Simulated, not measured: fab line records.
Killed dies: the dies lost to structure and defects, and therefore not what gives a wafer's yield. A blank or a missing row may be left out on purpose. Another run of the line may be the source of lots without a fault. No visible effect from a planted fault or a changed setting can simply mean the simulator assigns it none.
A lot that was struck, set against a sound lot / flow n5-finfet / 28 out of 1938 route steps
Sound: the wafers L332.2, L332.5, L332.6. The struck wafers were L337.3, L337.4, L337.5. Last of all comes the cause.
Order at every step that has rows: each side's tool, ch and its chambers, its first start. Under that, the readings that differ: sound wafers / struck wafers / difference of the means / sigmas: that difference in standard deviations of wafers without a fault.
alike: a reading whose means differ by less than 2 such deviations, as well as words and numbers matching on both sides. not compared: withheld readings; readings where some wafer has no value; bounds like >300 that might hide an equal value; numbers whose values overlap and for which the record gives no deviation.
Wherever a step has rows on one side only, a row that says differs or no value, or a row with sigmas, the two part there. Numbers that don't overlap but have no deviation are shown without sigmas and don't part them. Lack of a reading on every wafer of one side parts them only where that side has two or more wafers.

first, 9 steps without rows for these wafers: N5_BEOL_M5_COAT_71 (time 60 s, resist thk 5 nm); N5_BEOL_M5_COAT_05 (resist thk 30 nm); N5_BEOL_M5_EBR_07; N5_BEOL_M5_SOFTBAKE_06 (time 60 s); N5_BEOL_M5_EXPOSE_08 (exposes mask M5, target cd 28 nm); N5_BEOL_M5_PEB_09 (peb time 60 s); N5_BEOL_M5_DEVELOP_10 (develop time 30 s); N5_BEOL_M5_DESCUM_16 (chemistry O2, time 7 s); N5_BEOL_M5_ETCH_72 (etches underlayer in N2/H2, target depth 6.5 nm, time 5.2 s).
N5_BEOL_M5_ETCH_61: etches SiARC in CF4, target depth 15.6 nm, time 26 s.
  sound on rie-diel-06 ch 1,2, day 11 18:57; struck on rie-diel-06 ch 0,1,3, day 13 07:59
  alike: drypump-motor-current-A, etch-rf-on-time-s, oes-product-au, rf-vpp-V, showerhead-plenum-p-Torr, throttle-valve-pct
  not compared: rf-hours-counter-h
then, 15 steps without rows for these wafers: N5_BEOL_M5_ETCH_62 (etches SOC in N2/H2, target depth 75 nm, overetch 15 nm, time 112.5 s); N5_BEOL_M5_STRIP_63 (strips in N2/H2); N5_BEOL_M5_STRIP_73 (strips in N2/H2); N5_BEOL_M5_STRIP_64 (strips in CF4); N5_BEOL_M5_HM_OPEN_17 (chemistry Cl2/BCl3, target TiN, target depth 20 nm, overetch 6 nm); N5_BEOL_M5_STRIP_19 (strips in O2); N5_BEOL_M5_COAT_65 (time 60 s, resist thk 60 nm); N5_BEOL_M5_COAT_66 (time 60 s, resist thk 12 nm); N5_BEOL_M5_COAT_74 (time 60 s, resist thk 5 nm); N5_BEOL_M5_COAT_22 (resist thk 30 nm); N5_BEOL_M5_EBR_24; N5_BEOL_M5_SOFTBAKE_23 (time 60 s); N5_BEOL_M5_EXPOSE_25 (exposes mask V4, defocus 10 nm); N5_BEOL_M5_PEB_26 (peb time 60 s); N5_BEOL_M5_DEVELOP_27 (develop time 30 s).
N5_BEOL_M5_INSPECT_30: inspects for defects (brightfield).
  sound: defect-inspect-02 at day 11 21:18; struck: defect-inspect-02 at day 13 09:40
reading=raw-defect-count; sound=384 341 392; struck=1026 826 995; difference=+577; sigmas=+5
then, 1 step without rows for these wafers: N5_BEOL_M5_DESCUM_33 (chemistry O2, time 7 s).
-- the record jumps here: 4 days lie between the struck wafers' starts before and after (it left off in module BEOL_M5 and takes up again in module PASSIVATION, whose first step shown is number 1936 of the route) --
N5_PASSIVATION_PROBE_49:
  record: rows for the struck wafers here (prober-01, day 17 17:21), none for the sound ones

== WHERE THEY PART ==
First at N5_BEOL_M5_INSPECT_30; last, within this record, at N5_PASSIVATION_PROBE_49.

WHY: what had been put in by the simulator
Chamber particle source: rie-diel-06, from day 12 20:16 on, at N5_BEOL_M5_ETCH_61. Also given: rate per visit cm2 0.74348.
